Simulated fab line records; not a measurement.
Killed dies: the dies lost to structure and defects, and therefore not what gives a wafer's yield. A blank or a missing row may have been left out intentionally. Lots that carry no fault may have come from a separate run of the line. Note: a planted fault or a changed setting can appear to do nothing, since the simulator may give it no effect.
fab line records ; flow n5-finfet ; part 2 of 2: steps 14 to 23 of 23
record lots=5; wafers=15; last-day=15
route steps=1938 shown SD_EPI_P@303
lots untouched by any fault: they come from a run of this same line in which no faults occurred
start-h: hours from the record's opening day to when the first of the lot's shown wafers began ; wait-h: how many hours have passed since the lot's step before this one ; " identical to the entry in the row above ; L1.1+2: several wafers, shown together as one row ; - no value, or no start was given ; * or withheld: withheld ; < > ~ a bound
route shown NAME@n: NAME is a module with steps in the file, n the number in the route of the first one ; usual: average and standard deviation across the fault-free wafers ; same: alike in all rows ; chamber/n: place in a boat ; sites: the reading at each site ; _std_site: the values' standard deviation ; _edge_site: the outer-site mean with the inner-site mean subtracted ; radius-mm: for every site, how far away it sits from the centre of the wafer ; mask NAME#n: copy n ; behind: the last tool/chamber to shape the wafer ; hold: the reason the lot was held/the length of the hold in hours/how it ended ; device: which transistor (n, p or np) failed to switch ; end of line: the route-end tests of the same wafers ; a step without rows: its recipe alone ; killed: dies that structure and defects cost at the first sort, which is not the same as the wafer's yield ; map: the dies of a wafer, with x for killed, . for not killed, _ for no die there
set.NAME: the setting the step ran with; set.NAME@STEP: the setting that earlier step ran with ; model.NAME: the simulator's own value behind a step, which no gauge read
lots at some steps of the route; a table a step, a row a wafer
services: when a tool's chamber went out of use (start-h, in hours from the record's first day, below 0 if earlier), for how many hours, and the reason
## steps
# step N5_SD_EPI_P_STRIP_40
# recipe chemistry=N2/H2; power-w=1000; temp-c=250; h2-frac=0.65; overash-fraction=0.3; pressure-mtorr=withheld; n2-flow-sccm=1750; h2-flow-sccm=3250
# usual drypump-motor-current-A=6.2/0.3; heater-power-w=324/19; oes-product-au=0.761/0.011; temp-c=249.96/0.22
lot.wafer;tool;chamber;start-h;wait-h;drypump-motor-current-A;heater-power-w;oes-product-au;rf-hours-counter-h;temp-c
L079.3;plasma-asher-02;1;86.33;0.0;6.2;345;0.771;-;249.87
L079.4;plasma-asher-02;0;86.33;0.0;5.9;328;0.757;-;249.58
L079.6;plasma-asher-02;1;86.33;0.0;6.1;351;0.758;-;249.77
L080.2;plasma-asher-02;0;92.15;0.0;6.0;334;0.773;88;249.99
L080.3;plasma-asher-02;1;92.15;0.0;6.1;336;0.751;-;250.07
L080.4;plasma-asher-02;0;92.15;0.0;6.0;337;0.755;-;249.78
L081.1;plasma-asher-01;0;98.83;0.0;6.1;298;0.732;41;250.20
L081.2;plasma-asher-01;1;98.83;0.0;6.8;315;0.749;41;250.11
L081.4;plasma-asher-01;0;98.83;0.0;6.1;300;0.759;-;249.95
L082.2;plasma-asher-02;0;101.92;0.0;5.9;326;0.759;89;249.63
L082.3;plasma-asher-02;1;101.92;0.0;6.2;346;0.770;-;250.14
L082.6;plasma-asher-02;0;101.92;0.0;6.0;338;0.753;-;249.96
L088.3;plasma-asher-02;0;144.65;0.0;5.9;323;0.770;-;250.16
L088.4;plasma-asher-02;1;144.65;0.0;6.1;343;0.739;-;249.76
L088.5;plasma-asher-02;1;144.65;0.0;6.1;352;0.781;-;249.73
# step N5_SD_EPI_P_PRECLEAN_52
# recipe chemistry=O3/DIW; time-s=60; temp-c=22; o3-ppm=10
# usual bath-heat-duty-pct=2.3/0.45; temp-c=22.01/0.1
# same time-s=60
lot.wafer;tool;chamber;start-h;wait-h;bath-heat-duty-pct;temp-c
L079.3;wet-bench-04;5;86.40;-;2.1;22.04
L079.4;wet-bench-04;2;86.40;-;2.6;22.07
L079.6;wet-bench-04;1;86.40;-;2.0;22.22
L080.2;wet-bench-05;5;92.24;-;2.6;22.07
L080.3;wet-bench-05;6;92.24;-;2.1;21.99
L080.4;wet-bench-05;0;92.24;-;3.1;21.93
L081.1;wet-bench-06;7;98.92;-;2.0;21.97
L081.2;wet-bench-06;0;98.92;-;2.4;21.93
L081.4;wet-bench-06;4;98.92;-;2.4;21.94
L082.2;wet-bench-05;2;102.00;-;2.3;21.77
L082.3;wet-bench-05;5;102.00;-;2.6;21.83
L082.6;wet-bench-05;4;102.00;-;3.5;22.12
L088.3;wet-bench-05;3;144.72;-;2.2;21.99
L088.4;wet-bench-05;2;144.72;-;2.9;22.17
L088.5;wet-bench-05;0;144.72;-;2.1;22.02
# step N5_SD_EPI_P_SRD_20
# recipe dry=ipa-marangoni; do-ppb=5; time-s=30; temp-c=23; rinse-liquid=diw
# usual bath-heat-duty-pct=3.6/0.5; temp-c=22.99/0.11
# same time-s=30
lot.wafer;tool;chamber;start-h;wait-h;bath-heat-duty-pct;temp-c
L079.3;wet-bench-04;5;86.42;0.0;4.6;22.91
L079.4;wet-bench-04;2;86.42;0.0;3.4;23.05
L079.6;wet-bench-04;1;86.42;0.0;3.4;22.92
L080.2;wet-bench-05;5;92.26;0.0;4.2;22.72
L080.3;wet-bench-05;6;92.26;0.0;3.9;23.12
L080.4;wet-bench-05;0;92.26;0.0;4.5;23.01
L081.1;wet-bench-06;7;98.94;0.0;3.7;22.80
L081.2;wet-bench-06;0;98.94;0.0;3.4;22.86
L081.4;wet-bench-06;4;98.94;0.0;2.9;22.88
L082.2;wet-bench-05;2;102.02;0.0;3.6;22.97
L082.3;wet-bench-05;5;102.02;0.0;3.9;23.04
L082.6;wet-bench-05;4;102.02;0.0;4.1;23.06
L088.3;wet-bench-05;3;144.74;0.0;3.1;23.00
L088.4;wet-bench-05;2;144.74;0.0;3.4;23.04
L088.5;wet-bench-05;0;144.74;0.0;3.9;23.01
# step N5_SD_EPI_P_PRECLEAN_51
# recipe chemistry=NF3:NH3; afs-cycles=1; temp-c=30; time-s=20; sublimation-temp-c=180; sublimation-time-s=60; pressure-torr=3; rf-power-w=30
# usual rf-fwd-power-W=29.83/0.083
# same time-s=20
lot.wafer;tool;chamber;start-h;wait-h;rf-fwd-power-W
L079.3;epi-rpcvd-02;0;86.53;0.1;29.81
L079.4;epi-rpcvd-02;0;86.53;0.1;29.93
L079.6;epi-rpcvd-02;0;86.53;0.1;29.83
L080.2;epi-rpcvd-03;0;92.34;0.1;29.79
L080.3;epi-rpcvd-03;0;92.34;0.1;29.87
L080.4;epi-rpcvd-03;0;92.34;0.1;29.69
L081.1;epi-rpcvd-01;0;98.99;0.0;29.88
L081.2;epi-rpcvd-01;0;98.99;0.0;29.88
L081.4;epi-rpcvd-01;0;98.99;0.0;29.89
L082.2;epi-rpcvd-02;0;102.11;0.1;29.92
L082.3;epi-rpcvd-02;0;102.11;0.1;29.89
L082.6;epi-rpcvd-02;0;102.11;0.1;29.94
L088.3;epi-rpcvd-02;0;144.85;0.1;29.90
L088.4;epi-rpcvd-02;0;144.85;0.1;29.91
L088.5;epi-rpcvd-02;0;144.85;0.1;29.84
# step N5_SD_EPI_P_VAPOR_ETCH_44
# recipe chemistry=NF3/Ar; target=SiGe30; temp-c=25; time-s=3.3; mode=isotropic
# same time-s=3.3
lot.wafer;tool;chamber;start-h;wait-h
L079.3+4+6;epi-rpcvd-02;0;86.71;0.1
L080.2+3+4;epi-rpcvd-03;0;92.52;0.1
L081.1+2+4;epi-rpcvd-01;0;99.23;0.2
L082.2+3+6;epi-rpcvd-02;0;102.35;0.2
L088.3+4+5;epi-rpcvd-02;0;145.03;0.1
# step N5_SD_EPI_P_EPI_21
# recipe material=SiGe:B; dopant=B; temp-c=550; pressure-torr=20; ambient=H2; time-s=355
# same time-s=355
lot.wafer;tool;chamber;start-h;wait-h
L079.3+4+6;epi-rpcvd-02;0;87.55;0.8
L080.2+3+4;epi-rpcvd-03;0;93.03;0.5
L081.1+2+4;epi-rpcvd-01;0;99.47;0.2
L082.2+3+6;epi-rpcvd-02;0;103.03;0.6
L088.3+4+5;epi-rpcvd-02;0;145.87;0.8
# step N5_SD_EPI_P_EPI_MEAS_23
# recipe mode=xrd
# usual thk-nm=61.0/1.2
lot.wafer;tool;chamber;start-h;wait-h;thk-nm
L079.3;film-metro-02;-;89.03;1.1;60.9
L079.4;film-metro-02;-;89.03;1.1;60.6
L079.6;film-metro-02;-;89.03;1.1;60.3
L080.2;film-metro-01;-;94.87;1.5;60.3
L080.3;film-metro-01;-;94.87;1.5;60.9
L080.4;film-metro-01;-;94.87;1.5;61.4
L081.1;film-metro-01;-;102.38;2.4;61.7
L081.2;film-metro-01;-;102.38;2.4;60.1
L081.4;film-metro-01;-;102.38;2.4;59.8
L082.2;film-metro-01;-;105.49;2.0;62.1
L082.3;film-metro-01;-;105.49;2.0;61.3
L082.6;film-metro-01;-;105.49;2.0;60.9
L088.3;film-metro-02;-;147.35;1.1;62.0
L088.4;film-metro-02;-;147.35;1.1;62.8
L088.5;film-metro-02;-;147.35;1.1;62.7
# step N5_SD_EPI_P_HM_STRIP_48
# recipe chemistry=H3PO4; temp-c=160; material=SiNx; target=SiNx; target-depth-a=30; overetch-fraction=0.3
# usual bath-heat-duty-pct=26.6/2.7; temp-c=160.01/0.15
lot.wafer;tool;chamber;start-h;wait-h;bath-heat-duty-pct;temp-c
L079.3;wet-bench-06;5;89.06;0.0;27.0;160.10
L079.4;wet-bench-06;0;89.06;0.0;24.6;159.83
L079.6;wet-bench-06;7;89.06;0.0;23.5;160.09
L080.2;wet-bench-04;5;94.90;0.0;30.8;159.92
L080.3;wet-bench-04;0;94.90;0.0;24.4;160.11
L080.4;wet-bench-04;4;94.90;0.0;28.3;159.78
L081.1;wet-bench-04;6;102.42;0.0;23.9;159.97
L081.2;wet-bench-04;3;102.42;0.0;26.3;160.25
L081.4;wet-bench-04;2;102.42;0.0;28.5;160.19
L082.2;wet-bench-04;2;105.52;0.0;27.1;160.01
L082.3;wet-bench-04;4;105.52;0.0;26.0;160.02
L082.6;wet-bench-04;6;105.52;0.0;24.5;160.22
L088.3;wet-bench-05;4;147.38;0.0;28.7;159.85
L088.4;wet-bench-05;5;147.38;0.0;31.6;160.05
L088.5;wet-bench-05;2;147.38;0.0;25.4;159.86
# step N5_SD_EPI_P_SRD_49
# recipe dry=ipa-marangoni; time-s=30; temp-c=23; rinse-liquid=diw
# usual bath-heat-duty-pct=3.6/0.51; temp-c=23.00/0.11
# same time-s=30
lot.wafer;tool;chamber;start-h;wait-h;bath-heat-duty-pct;temp-c
L079.3;wet-bench-06;5;89.11;0.0;3.4;22.87
L079.4;wet-bench-06;0;89.11;0.0;3.8;22.94
L079.6;wet-bench-06;7;89.11;0.0;3.1;23.21
L080.2;wet-bench-04;5;94.95;0.0;3.6;22.96
L080.3;wet-bench-04;0;94.95;0.0;3.8;22.91
L080.4;wet-bench-04;4;94.95;0.0;3.2;22.96
L081.1;wet-bench-04;6;102.47;0.0;2.7;22.98
L081.2;wet-bench-04;3;102.47;0.0;3.6;22.98
L081.4;wet-bench-04;2;102.47;0.0;4.5;22.99
L082.2;wet-bench-04;2;105.58;0.0;3.6;22.83
L082.3;wet-bench-04;4;105.58;0.0;3.5;22.93
L082.6;wet-bench-04;6;105.58;0.0;2.8;22.98
L088.3;wet-bench-05;4;147.43;0.0;3.8;22.98
L088.4;wet-bench-05;5;147.43;0.0;4.1;22.93
L088.5;wet-bench-05;2;147.43;0.0;4.0;23.15
# step N5_SD_EPI_P_PRECLEAN_24
# recipe chemistry=O3/DIW; time-s=45; temp-c=22; o3-ppm=10
# usual bath-heat-duty-pct=2.3/0.42; temp-c=22.00/0.12
# same time-s=45
lot.wafer;tool;chamber;start-h;wait-h;bath-heat-duty-pct;temp-c
L079.3;wet-bench-06;5;89.13;0.0;2.6;22.12
L079.4;wet-bench-06;0;89.13;0.0;2.2;22.10
L079.6;wet-bench-06;7;89.13;0.0;2.0;21.92
L080.2;wet-bench-04;5;94.97;0.0;3.0;22.08
L080.3;wet-bench-04;0;94.97;0.0;1.6;21.96
L080.4;wet-bench-04;4;94.97;0.0;2.1;22.08
L081.1;wet-bench-04;6;102.50;0.0;1.9;21.82
L081.2;wet-bench-04;3;102.50;0.0;2.6;21.82
L081.4;wet-bench-04;2;102.50;0.0;2.8;21.91
L082.2;wet-bench-04;2;105.60;0.0;2.4;21.81
L082.3;wet-bench-04;4;105.60;0.0;1.6;21.93
L082.6;wet-bench-04;6;105.60;0.0;2.8;22.00
L088.3;wet-bench-05;4;147.45;0.0;2.0;22.12
L088.4;wet-bench-05;5;147.45;0.0;3.3;22.04
L088.5;wet-bench-05;2;147.45;0.0;1.7;22.01
## services
tool;chamber;start-h;hours;kind
plasma-asher-02;-;73.47;4.3;pm
rie-diel-06;1;73.53;-;clean
rie-diel-06;1;73.53;-;consumable-replace:focus-ring
rie-diel-06;1;73.53;-;consumable-replace:showerhead
rie-diel-06;1;73.53;16.1;scheduled-down
rie-diel-06;1;73.53;16.1;vent-cycle
wet-bench-04;-;88.22;0.5;repair
rie-diel-01;2;95.96;3.7;repair
rie-si-06;-;100.45;1.3;repair
epi-rpcvd-02;-;106.61;8.1;pm
rie-diel-06;3;111.06;-;clean
rie-diel-06;3;111.06;-;consumable-replace:focus-ring
rie-diel-06;3;111.06;29.6;scheduled-down
rie-diel-06;3;111.06;29.6;vent-cycle
epi-rpcvd-03;-;113.03;0.5;pm
epi-rpcvd-03;-;144.59;1.9;repair
